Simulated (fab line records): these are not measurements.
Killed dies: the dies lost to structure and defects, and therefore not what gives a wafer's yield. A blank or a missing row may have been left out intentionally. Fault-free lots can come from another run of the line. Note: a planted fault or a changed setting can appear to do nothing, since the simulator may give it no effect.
fab line records -- flow n5Finfet
record: lots: 10, wafers: 30, lastDay: 15
route steps=1938 shown BEOL_M4@1031 PAD_METAL@1895 PASSIVATION@1911
lots untouched by any fault: they come from a run of this same line in which no faults occurred
startH: the number of hours between the record's first day and the start of the first shown wafer of the lot -- waitH: hours elapsed since this lot's preceding step -- " the same as in the row above -- L1.1+2: a row that stands for several wafers -- - either no value or no given start -- * or withheld: withheld -- < > ~ a bound
route shown NAME@n: NAME is a module with steps in the file, n the number in the route of the first one -- usual: mean and standard deviation over wafers with no fault -- same: alike in all rows -- chamber/n: place in a boat -- sites: the reading at each site -- _std_site: the standard deviation of these -- _edge_site: mean of outer sites minus mean of inner sites -- radiusMm: for every site, how far away it sits from the centre of the wafer -- mask NAME#n: copy n -- behind: the tool/chamber that last shaped the wafer -- hold: reason for holding the lot/hours on hold/outcome of the hold -- device: whichever transistor did not switch (one of n, p or np) -- end of line: the same wafers' tests at the end of the route -- for a step that has no rows: nothing shown but its recipe -- killed: the dies lost at the first sort to structure and to defects; this is not the yield of the wafer -- map: a wafer's dies, x killed, . not, _ none there
set.NAME: the run value of the setting; set.NAME@STEP: its run value at that earlier step -- model.NAME: the simulator's own value behind a step, which no gauge read
one table for each step of the route and one row for each wafer, over a sample of lots
services: the hour from which a tool's chamber was out of use, counted from the record's first day as startH (under 0 if before that day), plus the number of hours and why
== steps ==
step: N5_BEOL_M4_EXPOSE_08
recipe: maskId: M4, na: 0.33, sourceShape: dipole, sigmaInner: 0.369, sigmaOuter: 0.767, polarization: unpolarized, doseMj: 41.25
lot.wafer,tool,chamber,startH,waitH,mask
L459.1+4+5,euvScanner-01,0,153.74,-,M4#0
L460.2+4+6,euvScanner-01,0,159.38,-,M4#0
L461.1+2+4,euvScanner-02,0,167.78,-,M4#0
L462.1+2+5,euvScanner-02,0,171.76,-,M4#0
L463.2+4+6,euvScanner-01,0,182.93,-,M4#0
L464.3+4+6,euvScanner-01,0,183.55,-,M4#0
L466.2+3+4,euvScanner-01,0,200.00,-,M4#0
L468.1+2+3,euvScanner-01,0,209.02,-,M4#0
L471.2+3+6,euvScanner-01,0,230.56,-,M4#0
L472.1+3+6,euvScanner-01,0,233.81,-,M4#0
step: N5_BEOL_M4_RC_MEAS_101
usual: DIBL_N: 35.7/1.3, DIBL_P: 35.4/1.8, IOFF_N: 0.152/0.027, IOFF_P: 0.20/0.034, ION_N: 672/9.8, ION_P: 461/7.5, SS_N: 71.4/0.55, SS_P: 73.1/0.61, VT_N: 251/3.3, VT_P: -251/3.6
lot.wafer,tool,chamber,startH,waitH,DIBL_N[mV/V],DIBL_P[mV/V],IOFF_N[nA/um],IOFF_P[nA/um],ION_N[uA/um],ION_P[uA/um],SS_N[mV/dec],SS_P[mV/dec],VT_N[mV],VT_P[mV]
L459.1,prober-02,0,162.74,0.0,37.2,39.2,0.199,0.27,681,469,72.2,74.2,247,-244
L459.4,prober-02,0,162.74,0.0,35.0,38.2,0.160,0.24,672,465,71.1,73.9,248,-246
L459.5,prober-02,0,162.74,0.0,35.2,36.6,0.161,0.22,684,467,71.0,73.7,248,-247
L460.2,prober-01,0,167.97,0.2,34.0,32.5,0.114,0.16,661,457,70.3,72.7,255,-255
L460.4,prober-01,0,167.97,0.2,35.2,34.1,0.133,0.18,670,464,70.6,73.5,253,-251
L460.6,prober-01,0,167.97,0.2,34.4,34.2,0.126,0.18,659,452,71.3,73.0,255,-250
L461.1,prober-01,0,179.12,0.0,38.6,38.5,0.217,0.30,674,468,72.4,74.4,248,-244
L461.2,prober-01,0,179.12,0.0,34.7,32.9,0.139,0.21,671,463,71.0,72.9,251,-249
L461.4,prober-01,0,179.12,0.0,34.8,34.2,0.144,0.22,673,460,71.6,73.5,251,-248
L462.1,prober-02,0,181.19,0.0,34.3,36.0,0.149,0.18,676,457,70.9,72.8,252,-255
L462.2,prober-02,0,181.19,0.0,34.6,34.9,0.144,0.17,664,455,71.6,72.0,254,-253
L462.5,prober-02,0,181.19,0.0,33.5,35.0,0.146,0.17,670,459,70.7,73.0,251,-252
L463.2,prober-01,0,191.24,0.2,35.8,36.2,0.162,0.18,676,452,71.3,73.1,253,-258
L463.4,prober-01,0,191.24,0.2,36.4,37.6,0.186,0.19,688,469,71.3,73.7,246,-252
L463.6,prober-01,0,191.24,0.2,36.6,37.3,0.188,0.19,673,453,72.3,73.8,251,-253
L464.3,prober-02,0,194.45,0.3,35.6,36.1,0.174,0.24,679,472,71.7,73.4,247,-243
L464.4,prober-02,0,194.45,0.3,38.0,39.5,0.237,0.32,694,484,72.4,73.6,243,-242
L464.6,prober-02,0,194.45,0.3,37.0,37.8,0.203,0.27,691,481,71.8,73.5,243,-243
L466.2,prober-02,0,209.83,0.2,36.0,36.9,0.162,0.21,676,465,72.1,73.2,247,-251
L466.3,prober-02,0,209.83,0.2,35.9,36.5,0.157,0.20,682,459,71.7,72.6,248,-250
L466.4,prober-02,0,209.83,0.2,35.6,35.6,0.153,0.20,674,462,71.3,73.1,248,-250
L468.1,prober-02,0,219.25,0.4,36.5,34.9,0.147,0.19,671,458,72.1,73.5,251,-248
L468.2,prober-02,0,219.25,0.4,37.6,35.7,0.154,0.21,669,459,71.6,73.0,250,-251
L468.3,prober-02,0,219.25,0.4,37.4,36.3,0.156,0.21,675,458,72.1,73.0,253,-249
L472.6,prober-02,0,242.11,1.0,36.3,36.0,0.146,0.19,661,452,71.7,73.2,253,-254
step: N5_PASSIVATION_SPUTTER_20
recipe: material: TaN, targetThkA: 500, tempC: 25, chamberPressurePa: 0.4
usual: throttleValvePct: 29.9/0.73
lot.wafer,tool,chamber,startH,waitH,throttleValvePct
L459.1,pvdSputter-03,-,268.00,0.0,28.8
L459.4,pvdSputter-03,-,268.00,0.0,29.3
L459.5,pvdSputter-03,-,268.00,0.0,29.1
L460.2,pvdSputter-01,-,275.84,0.0,30.3
L460.4,pvdSputter-01,-,275.84,0.0,31.0
L460.6,pvdSputter-01,-,275.84,0.0,30.5
L462.1,pvdSputter-02,-,291.38,0.0,29.7
L462.2,pvdSputter-02,-,291.38,0.0,28.8
L462.5,pvdSputter-02,-,291.38,0.0,31.6
L463.2,pvdSputter-02,-,291.92,0.0,31.4
L463.4,pvdSputter-02,-,291.92,0.0,29.9
L463.6,pvdSputter-02,-,291.92,0.0,29.4
L461.1,pvdSputter-01,-,293.99,0.0,30.2
L461.2,pvdSputter-01,-,293.99,0.0,30.8
L461.4,pvdSputter-01,-,293.99,0.0,29.5
L464.3,pvdSputter-03,-,298.64,0.0,29.8
L464.4,pvdSputter-03,-,298.64,0.0,30.6
L464.6,pvdSputter-03,-,298.64,0.0,29.0
L466.2,pvdSputter-01,-,300.16,0.0,30.0
L466.3,pvdSputter-01,-,300.16,0.0,29.7
L466.4,pvdSputter-01,-,300.16,0.0,31.0
L468.1,pvdSputter-03,-,306.42,0.0,29.2
L468.2,pvdSputter-03,-,306.42,0.0,29.1
L468.3,pvdSputter-03,-,306.42,0.0,30.5
L472.6,pvdSputter-02,-,344.89,0.1,29.1
step: N5_PASSIVATION_STRIP_34
recipe: chemistry: O2, powerW: 600, tempC: 60, pressureMtorr: 30, rfFrequencyHz: 6e+07, biasPowerW: 0, overashFraction: 2, o2FlowSccm: 225
usual: drypumpMotorCurrentA: 5.6/0.46, oesProductAu: 0.82/0.066, rfVppV: 3.6/1.6, showerheadPlenumPTorr: 2.10/0.08, throttleValvePct: 16.66/0.18
lot.wafer,tool,chamber,startH,waitH,drypumpMotorCurrentA,oesProductAu,rfHoursCounterH,rfVppV,showerheadPlenumPTorr,throttleValvePct
L459.1,rieDiel-01,3,269.28,0.1,5.3,0.78,132,4.4,2.02,16.39
L459.4,rieDiel-01,2,269.28,0.1,5.3,0.75,-,3.6,2.02,16.56
L459.5,rieDiel-01,0,269.28,0.1,6.2,0.98,-,4.7,2.06,16.74
L460.2,rieDiel-05,2,277.23,0.1,5.6,0.80,104,4.2,2.01,16.84
L460.4,rieDiel-05,1,277.23,0.1,6.1,0.86,53,5.8,2.13,16.37
L460.6,rieDiel-05,2,277.23,0.1,5.7,0.81,-,2.7,2.01,16.88
L462.1,rieDiel-06,1,292.68,0.1,6.2,0.82,83,4.9,2.22,16.78
L462.2,rieDiel-06,3,292.68,0.1,5.7,0.90,21,4.6,2.15,16.73
L462.5,rieDiel-06,1,292.68,0.1,6.3,0.82,-,2.6,2.22,16.78
L463.2,rieDiel-05,1,293.19,0.1,6.1,0.83,59,4.6,2.13,16.41
L463.4,rieDiel-05,3,293.19,0.1,5.0,0.83,67,4.1,2.21,16.61
L463.6,rieDiel-05,3,293.19,0.1,5.0,0.84,-,3.7,2.21,16.51
L461.1,rieDiel-01,1,295.26,0.1,5.6,0.97,2,2.9,2.06,16.38
L461.2,rieDiel-01,0,295.26,0.1,6.2,0.94,14,3.6,2.06,16.64
L461.4,rieDiel-01,3,295.26,0.1,5.4,0.78,144,2.5,2.01,16.43
L464.3,rieDiel-05,1,299.90,0.1,6.1,0.83,60,4.5,2.13,16.46
L464.4,rieDiel-05,3,299.90,0.1,5.0,0.82,69,1.2,2.21,16.60
L464.6,rieDiel-05,3,299.90,0.1,5.0,0.84,-,2.6,2.21,16.51
L466.2,rieDiel-06,1,301.63,0.3,6.2,0.81,86,3.9,2.22,16.76
L466.3,rieDiel-06,3,301.63,0.3,5.7,0.87,24,1.2,2.15,16.75
L466.4,rieDiel-06,0,301.63,0.3,4.8,0.81,-,3.8,2.20,16.90
L468.1,rieDiel-06,3,307.68,0.1,5.7,0.88,28,2.1,2.15,16.77
L468.2,rieDiel-06,1,307.68,0.1,6.2,0.82,90,2.0,2.21,16.80
L468.3,rieDiel-06,0,307.68,0.1,4.8,0.81,104,2.1,2.20,16.86
L472.6,rieDiel-06,0,346.12,0.0,4.8,0.78,-,3.0,2.20,16.91
step: N5_PASSIVATION_CD_MEAS_44
recipe: targetCdNm: 40000, landingEnergyEv: 500, detector: seInlens
usual: cdNm: 40001/3.1
lot.wafer,tool,chamber,startH,waitH,cdNm
L459.1,cdSem-01,0,270.43,-,40003
L459.4,cdSem-01,0,270.43,-,40000
L459.5,cdSem-01,0,270.43,-,39999
L460.2,cdSem-02,0,278.40,-,40000
L460.4,cdSem-02,0,278.40,-,40001
L460.6,cdSem-02,0,278.40,-,39996
L462.1,cdSem-01,0,293.85,-,40003
L462.2,cdSem-01,0,293.85,-,39999
L462.5,cdSem-01,0,293.85,-,40005
L463.2,cdSem-01,0,294.24,-,40000
L463.4,cdSem-01,0,294.24,-,40002
L463.6,cdSem-01,0,294.24,-,39997
L461.1,cdSem-02,0,296.43,-,40003
L461.2,cdSem-02,0,296.43,-,40002
L461.4,cdSem-02,0,296.43,-,39997
L464.3,cdSem-03,0,301.11,-,39995
L464.4,cdSem-03,0,301.11,-,39997
L464.6,cdSem-03,0,301.11,-,40000
L466.2,cdSem-03,0,302.67,-,40000
L466.3,cdSem-03,0,302.67,-,39997
L466.4,cdSem-03,0,302.67,-,39997
L468.1,cdSem-02,0,308.85,-,40002
L468.2,cdSem-02,0,308.85,-,40004
L468.3,cdSem-02,0,308.85,-,40002
L472.6,cdSem-01,0,347.27,-,39997
step: N5_PASSIVATION_PROBE_49
usual: defectLimitedYield: 91.5/1.3, killed_at_M0_to_M3: 33/11, killed_at_M4_up: 14/5.3, killedAtContacts: 11/6.3, killedAtFrontEnd: 38/10, killedAtOther: 3.7/2.8, killedDies: 101/16, killedOnRim: 13/3.4, killedOpen: 67/12, killedShort: 32/7.4, sort_bin_5_function: 5.0/0.86, sort_bin_6_memory: 3.2/0.69, sortNPass: 1079/16, sortYieldPct: 91.5/1.3
same: grossDies: 1180, killedAtBackSide: 0, sort_bin_4_leakage[%]: 0, sort_bin_8_speed[%]: 0
lot.wafer,tool,chamber,startH,waitH,defectLimitedYield[%],killed_at_M0_to_M3,killed_at_M4_up,killedAtContacts,killedAtFrontEnd,killedAtOther,killedDies,killedOnRim,killedOpen,killedShort,sort_bin_5_function[%],sort_bin_6_memory[%],sortNPass,sortYieldPct[%]
L459.1,prober-01,-,273.72,0.0,92.4,42,4,12,29,3,90,11,60,30,4.9,2.5,1090,92.4
L459.4,prober-01,-,273.87,0.2,90.0,56,8,14,34,6,118,19,78,40,5.8,3.8,1062,90.0
L459.5,prober-01,-,273.92,0.2,90.8,47,11,12,35,4,109,14,78,31,6.4,2.5,1071,90.8
L460.2,prober-01,-,281.75,0.2,92.6,50,4,12,21,0,87,13,62,23,4.3,2.8,1093,92.6
L460.4,prober-01,-,281.85,0.3,92.5,39,6,7,37,0,89,15,57,29,4.2,2.9,1091,92.5
L460.6,prober-01,-,281.95,0.4,92.7,42,10,15,18,1,86,14,58,27,4.9,2.2,1094,92.7
L462.1,prober-02,-,296.98,0.0,93.2,13,13,18,30,6,80,9,56,21,4.3,2.4,1100,93.2
L462.2,prober-02,-,297.03,0.1,91.4,31,18,11,33,8,101,10,72,26,5.2,3.1,1079,91.4
L462.5,prober-02,-,297.18,0.2,92.9,14,18,12,40,0,84,13,59,24,4.7,2.1,1096,92.9
L463.2,prober-02,-,297.64,0.1,92.6,20,8,23,35,1,87,13,57,30,4.0,2.8,1093,92.6
L463.4,prober-02,-,297.74,0.2,88.7,43,15,10,65,0,133,20,77,54,7.1,3.6,1047,88.7
L463.6,prober-02,-,297.84,0.3,87.9,38,12,16,77,0,143,14,83,55,5.3,5.9,1037,87.9
L461.1,prober-02,-,299.56,0.0,92.4,25,15,10,39,1,90,14,53,33,3.7,3.3,1090,92.4
L461.2,prober-02,-,299.61,0.1,92.6,29,13,4,39,2,87,5,53,34,5.1,2.1,1093,92.6
L461.4,prober-02,-,299.71,0.2,92.4,20,11,6,53,0,90,12,59,29,4.8,2.7,1090,92.4
L464.3,prober-01,-,304.34,0.1,90.6,43,15,12,38,3,111,13,77,33,5.2,4.2,1069,90.6
L464.4,prober-01,-,304.39,0.2,89.7,28,20,26,41,6,121,13,90,30,5.9,3.9,1059,89.7
L464.6,prober-01,-,304.49,0.3,90.3,47,10,18,36,3,114,16,75,38,5.6,3.5,1066,90.3
L466.2,prober-02,-,306.20,0.1,89.7,37,22,9,49,4,121,18,89,32,5.7,4.4,1059,89.7
L466.3,prober-02,-,306.25,0.1,93.1,26,23,4,27,1,81,9,52,28,4.0,2.6,1099,93.1
L466.4,prober-02,-,306.30,0.2,89.3,46,12,10,56,2,126,11,81,45,6.4,4.0,1054,89.3
L468.1,prober-02,-,312.13,0.0,93.7,26,10,8,27,3,74,6,53,20,3.9,2.1,1106,93.7
L468.2,prober-02,-,312.18,0.1,91.4,41,8,10,35,7,101,13,67,34,5.3,3.1,1079,91.4
L468.3,prober-02,-,312.23,0.1,93.4,18,8,8,38,6,78,11,52,25,4.0,2.5,1102,93.4
L471.2,prober-01,-,347.54,0.1,14.2,47,904,14,42,6,1013,127,76,40,55.7,23.7,167,14.2
L471.3,prober-01,-,347.59,0.1,3.4,53,1020,12,52,3,1140,151,94,43,68.2,18.6,40,3.4
L471.6,prober-01,-,347.74,0.3,0,43,1094,17,24,2,1180,152,78,28,45.4,3.9,0,0
L472.1,prober-02,-,350.45,0.0,3.0,27,1060,5,49,4,1145,150,57,38,71.7,11.4,35,3.0
L472.3,prober-02,-,350.55,0.1,43.0,31,610,2,24,6,673,92,44,28,36.4,16.9,507,43.0
L472.6,prober-02,-,350.70,0.3,49.4,25,528,5,36,3,597,72,55,31,30.8,17.3,583,49.4
killed by level:class
L459.1 FIN_SAQP:geometricParticle:open=11 MOL_CONTACT_COAG:geometricParticle:open=11 BEOL_M0_SAQP:geometricParticle:short=11 STI_FIN_REVEAL:geometricParticle:open=6 DUMMY_GATE:geometricParticle:open=5 BEOL_M0_SAQP:geometricParticle:open=5 BEOL_M3:geometricParticle:short=5 BEOL_M1:geometricParticle:open=4
L459.4 BEOL_M2:geometricParticle:open=15 FIN_SAQP:geometricParticle:short=11 MOL_CONTACT_COAG:geometricParticle:open=10 BEOL_M3:geometricParticle:open=9 BEOL_M1:geometricParticle:open=8 BEOL_M0_SAQP:geometricParticle:open=7 FIN_SAQP:geometricParticle:open=5 BEOL_M2:geometricParticle:short=5
L459.5 BEOL_M2:geometricParticle:open=12 MOL_CONTACT_COAG:geometricParticle:open=11 BEOL_M0_SAQP:geometricParticle:open=11 FIN_SAQP:geometricParticle:short=7 BEOL_M5:geometricParticle:open=7 BEOL_M1:geometricParticle:open=7 FIN_SAQP:geometricParticle:open=6 DUMMY_GATE:geometricParticle:open=6
L460.2 BEOL_M3:geometricParticle:open=15 MOL_CONTACT_COAG:geometricParticle:open=11 BEOL_M0_SAQP:geometricParticle:open=8 BEOL_M0_SAQP:geometricParticle:short=7 STI_FIN_REVEAL:geometricParticle:open=6 BEOL_M0:geometricParticle:open=5 GATE_CUT:geometricParticle:open=4 BEOL_M1:geometricParticle:open=4
L460.4 STI_FIN_REVEAL:geometricParticle:open=11 BEOL_M1:geometricParticle:open=8 MOL_CONTACT_COAG:geometricParticle:open=6 BEOL_M1:geometricParticle:short=6 GATE_CUT:geometricParticle:short=5 BEOL_M0:geometricParticle:open=5 BEOL_M3:geometricParticle:open=5 BEOL_M2:geometricParticle:open=4
L460.6 BEOL_M0_SAQP:geometricParticle:open=15 MOL_CONTACT_COAG:geometricParticle:open=12 BEOL_M0_SAQP:geometricParticle:short=9 GATE_CUT:geometricParticle:short=5 BEOL_M3:geometricParticle:open=5 BEOL_M1:geometricParticle:open=4 BEOL_M2:geometricParticle:open=4 STI_FIN_REVEAL:geometricParticle:open=3
L462.1 MOL_CONTACT_COAG:geometricParticle:open=16 STI_FIN_REVEAL:geometricParticle:open=13 BEOL_M4:geometricParticle:open=6 BEOL_M0_SAQP:geometricParticle:short=3 MIM_TOP:geometricParticle:open=3 STARTING-WAFER:geometricParticle:open=3 FIN_SAQP:geometricParticle:open=2 FIN_SAQP:geometricParticle:short=2
L462.2 STI_FIN_REVEAL:geometricParticle:open=11 BEOL_M3:geometricParticle:open=10 MOL_CONTACT_COAG:geometricParticle:open=9 BEOL_M1:geometricParticle:open=8 DUMMY_GATE:geometricParticle:open=7 BEOL_M4:geometricParticle:open=7 GATE_CUT:geometricParticle:short=6 BEOL_M0_SAQP:geometricParticle:open=5
L462.5 STI_FIN_REVEAL:geometricParticle:open=16 MOL_CONTACT_COAG:geometricParticle:open=11 BEOL_M4:geometricParticle:open=8 FIN_SAQP:geometricParticle:open=6 FIN_SAQP:geometricParticle:short=6 BEOL_M2:geometricParticle:open=5 BEOL_M4:geometricParticle:short=4 STI_FIN_REVEAL:geometricParticle:short=3
L463.2 MOL_CONTACT_COAG:geometricParticle:open=19 FIN_SAQP:geometricParticle:short=6 DUMMY_GATE:geometricParticle:open=6 BEOL_M1:geometricParticle:open=6 STI_FIN_REVEAL:geometricParticle:open=4 MOL_CONTACT_COAG:geometricParticle:short=4 BEOL_M0_SAQP:geometricParticle:open=4 BEOL_M0_SAQP:geometricParticle:short=3
L463.4 STI_FIN_REVEAL:geometricParticle:open=19 BEOL_M0_SAQP:geometricParticle:short=18 FIN_SAQP:geometricParticle:short=15 BEOL_M0_SAQP:geometricParticle:open=14 FIN_SAQP:geometricParticle:open=9 MOL_CONTACT_COAG:geometricParticle:open=8 STI_FIN_REVEAL:geometricParticle:short=5 DUMMY_GATE:geometricParticle:open=5
L463.6 FIN_SAQP:geometricParticle:short=17 FIN_SAQP:geometricParticle:open=17 BEOL_M0_SAQP:geometricParticle:short=17 STI_FIN_REVEAL:geometricParticle:open=15 MOL_CONTACT_COAG:geometricParticle:open=11 BEOL_M0_SAQP:geometricParticle:open=11 BEOL_M4:geometricParticle:open=7 STARTING-WAFER:geometricParticle:short=7
L461.1 FIN_SAQP:geometricParticle:short=10 BEOL_M0_SAQP:geometricParticle:short=9 BEOL_M0_SAQP:geometricParticle:open=9 MOL_CONTACT_COAG:geometricParticle:open=8 FIN_SAQP:geometricParticle:open=7 GATE_CUT:geometricParticle:short=5 BEOL_M4:geometricParticle:open=5 DUMMY_GATE:geometricParticle:open=3
L461.2 FIN_SAQP:geometricParticle:open=16 FIN_SAQP:geometricParticle:short=6 GATE_CUT:geometricParticle:short=6 BEOL_M2:geometricParticle:open=6 BEOL_M5:geometricParticle:short=6 BEOL_M0_SAQP:geometricParticle:open=5 BEOL_M0_SAQP:geometricParticle:short=5 GATE_CUT:geometricParticle:open=4
L461.4 FIN_SAQP:geometricParticle:open=21 FIN_SAQP:geometricParticle:short=11 BEOL_M0_SAQP:geometricParticle:open=11 BEOL_M4:geometricParticle:open=7 GATE_CUT:geometricParticle:short=6 BEOL_M0_SAQP:geometricParticle:short=5 GATE_CUT:geometricParticle:open=4 MOL_CONTACT_COAG:geometricParticle:open=4
L464.3 BEOL_M1:geometricParticle:open=11 FIN_SAQP:geometricParticle:open=9 MOL_CONTACT_COAG:geometricParticle:open=9 BEOL_M4:geometricParticle:open=8 BEOL_M0_SAQP:geometricParticle:short=8 DUMMY_GATE:geometricParticle:open=7 BEOL_M0_SAQP:geometricParticle:open=7 BEOL_M2:geometricParticle:open=6
L464.4 MOL_CONTACT_COAG:geometricParticle:open=20 BEOL_M4:geometricParticle:open=10 STI_FIN_REVEAL:geometricParticle:open=9 BEOL_M2:geometricParticle:open=8 MOL_CONTACT_COAG:geometricParticle:short=6 FIN_SAQP:geometricParticle:open=5 DUMMY_GATE:geometricParticle:open=5 ILD0:geometricParticle:open=5
L464.6 MOL_CONTACT_COAG:geometricParticle:open=13 BEOL_M2:geometricParticle:open=13 BEOL_M0_SAQP:geometricParticle:short=10 BEOL_M3:geometricParticle:open=7 FIN_SAQP:geometricParticle:open=6 BEOL_M0_SAQP:geometricParticle:open=6 BEOL_M1:geometricParticle:open=6 FIN_SAQP:geometricParticle:short=5
L466.2 FIN_SAQP:geometricParticle:open=15 BEOL_M4:geometricParticle:open=13 BEOL_M2:geometricParticle:open=11 BEOL_M0_SAQP:geometricParticle:open=10 FIN_SAQP:geometricParticle:short=7 STI_FIN_REVEAL:geometricParticle:open=7 MOL_CONTACT_COAG:geometricParticle:open=7 BEOL_M1:geometricParticle:open=5
L466.3 BEOL_M4:geometricParticle:open=10 FIN_SAQP:geometricParticle:open=7 FIN_SAQP:geometricParticle:short=7 BEOL_M1:geometricParticle:open=6 BEOL_M3:geometricParticle:open=5 BEOL_M3:geometricParticle:short=5 BEOL_M5:geometricParticle:open=4 DUMMY_GATE:geometricParticle:open=3
L466.4 FIN_SAQP:geometricParticle:open=28 BEOL_M3:geometricParticle:short=12 MOL_CONTACT_COAG:geometricParticle:open=10 BEOL_M1:geometricParticle:short=10 FIN_SAQP:geometricParticle:short=9 BEOL_M4:geometricParticle:open=6 BEOL_M0_SAQP:geometricParticle:short=5 DUMMY_GATE:geometricParticle:open=5
L468.1 BEOL_M3:geometricParticle:open=8 BEOL_M2:geometricParticle:open=7 STI_FIN_REVEAL:geometricParticle:open=6 MOL_CONTACT_COAG:geometricParticle:open=6 FIN_SAQP:geometricParticle:open=5 FIN_SAQP:geometricParticle:short=4 BEOL_M5:geometricParticle:open=4 BEOL_M1:geometricParticle:open=3
L468.2 BEOL_M3:geometricParticle:open=18 FIN_SAQP:geometricParticle:short=10 MOL_CONTACT_COAG:geometricParticle:open=9 STI_FIN_REVEAL:geometricParticle:open=8 BEOL_M0_SAQP:geometricParticle:open=6 BEOL_M0_SAQP:geometricParticle:short=5 GATE_CUT:geometricParticle:short=4 BEOL_M1:geometricParticle:open=4
L468.3 FIN_SAQP:geometricParticle:open=8 STI_FIN_REVEAL:geometricParticle:open=6 BEOL_M3:geometricParticle:open=6 BEOL_M4:geometricParticle:open=6 MOL_CONTACT_COAG:geometricParticle:open=5 DUMMY_GATE:geometricParticle:open=4 GATE_CUT:geometricParticle:short=4 STARTING-WAFER:geometricParticle:short=4
L471.2 BEOL_M4:areaExpose=894 STI_FIN_REVEAL:geometricParticle:open=16 BEOL_M0_SAQP:geometricParticle:open=15 MOL_CONTACT_COAG:geometricParticle:open=13 BEOL_M2:geometricParticle:open=8 FIN_SAQP:geometricParticle:short=7 BEOL_M0_SAQP:geometricParticle:short=7 BEOL_M1:geometricParticle:open=6
L471.3 BEOL_M4:areaExpose=1001 STI_FIN_REVEAL:geometricParticle:open=20 MOL_CONTACT_COAG:geometricParticle:open=11 BEOL_M0_SAQP:geometricParticle:short=11 BEOL_M1:geometricParticle:open=11 BEOL_M0_SAQP:geometricParticle:open=10 BEOL_M1:geometricParticle:short=8 STI_FIN_REVEAL:geometricParticle:short=6
L471.6 BEOL_M4:areaExpose=1073 BEOL_M2:geometricParticle:open=19 MOL_CONTACT_COAG:geometricParticle:open=12 BEOL_M4:geometricParticle:open=12 BEOL_M1:geometricParticle:open=7 GATE_CUT:geometricParticle:short=5 MOL_CONTACT_COAG:geometricParticle:short=5 BEOL_M3:geometricParticle:open=5
L472.1 BEOL_M4:areaExpose=1048 FIN_SAQP:geometricParticle:short=14 BEOL_M3:geometricParticle:open=11 STI_FIN_REVEAL:geometricParticle:open=8 GATE_CUT:geometricParticle:short=8 BEOL_M0_SAQP:geometricParticle:open=5 FIN_SAQP:geometricParticle:open=4 MOL_CONTACT_COAG:geometricParticle:open=4
L472.3 BEOL_M4:areaExpose=599 BEOL_M1:geometricParticle:open=10 BEOL_M0_SAQP:geometricParticle:open=8 DUMMY_GATE:geometricParticle:open=7 BEOL_M4:geometricParticle:open=6 FIN_SAQP:geometricParticle:short=5 BEOL_M3:geometricParticle:open=5 PAD_METAL:geometricParticle:short=4
L472.6 BEOL_M4:areaExpose=510 BEOL_M4:geometricParticle:open=11 FIN_SAQP:geometricParticle:short=8 BEOL_M2:geometricParticle:open=8 GATE_CUT:geometricParticle:short=7 FIN_SAQP:geometricParticle:open=5 DUMMY_GATE:geometricParticle:open=5 MOL_CONTACT_COAG:geometricParticle:open=5
== services ==
tool,chamber,startH,hours,kind
euvScanner-01,-,142.01,1.0,pm
euvScanner-02,-,143.57,13.2,repair
rieDiel-06,0,149.96,9.6,repair
euvScanner-02,-,156.80,4.6,pm
euvScanner-01,-,163.87,1.1,repair
euvScanner-02,-,182.26,1.0,pm
rieDiel-06,-,186.01,2.8,pm
euvScanner-02,-,190.35,0.1,repair
rieDiel-06,2,193.07,5.0,repair
euvScanner-02,-,194.88,0.3,repair
euvScanner-01,-,198.16,1.0,pm
euvScanner-02,-,199.17,6.2,pm
euvScanner-02,-,221.81,1.0,pm
euvScanner-01,-,244.81,4.6,pm
rieDiel-06,0,248.46,12.2,repair
rieDiel-06,2,253.30,11.7,repair
euvScanner-01,-,254.31,1.0,pm
euvScanner-02,-,276.16,4.0,repair
pvdSputter-03,-,285.89,3.8,repair
euvScanner-01,-,310.46,1.0,pm
rieDiel-06,0,323.11,6.4,repair
rieDiel-05,-,328.94,1.0,repair
rieDiel-06,1,331.98,7.0,repair
rieDiel-06,2,343.55,9.0,repair
== key ==
firstSign: step: N5_PASSIVATION_PROBE_49, reading: killed_at_M4_up, direction: up, sigmas: 99+, usual: 14, struck: 869
effect: step: N5_PASSIVATION_PROBE_49, reading: defectLimitedYield, direction: down, sigmas: 55, usual: 91.5, struck: 18.8
moreKillsBornAt: N5_BEOL_M4_EXPOSE_08@euvScanner-01: 5124
metAt N5_BEOL_M4_EXPOSE_08
struckLots L471,L472
laterRowsLeftOut L471.2,L471.3,L471.6,L472.1,L472.3
loopTrim: step: N5_BEOL_M4_EXPOSE_08, setting: dose, lots: L472
notActingAt N5_PASSIVATION_SPUTTER_20,N5_PASSIVATION_STRIP_34,N5_PASSIVATION_CD_MEAS_44
onsetBetween 209.02 230.56
alsoFits time
fault: kind: processParameterDrift, tool: euvScanner-01, chamber: -, onsetH: 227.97, steps: N5_BEOL_M4_EXPOSE_08, channel: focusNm, offset: 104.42, spreadByWafer: 0.3, shape: step, endH: 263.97
laterRowsLeftOut: the simulator's readings of these wafers behind a module that went badly wrong aren't trusted and aren't shown, but for the sort
loopTrim: a control loop set the setting to another value than it would have without faults
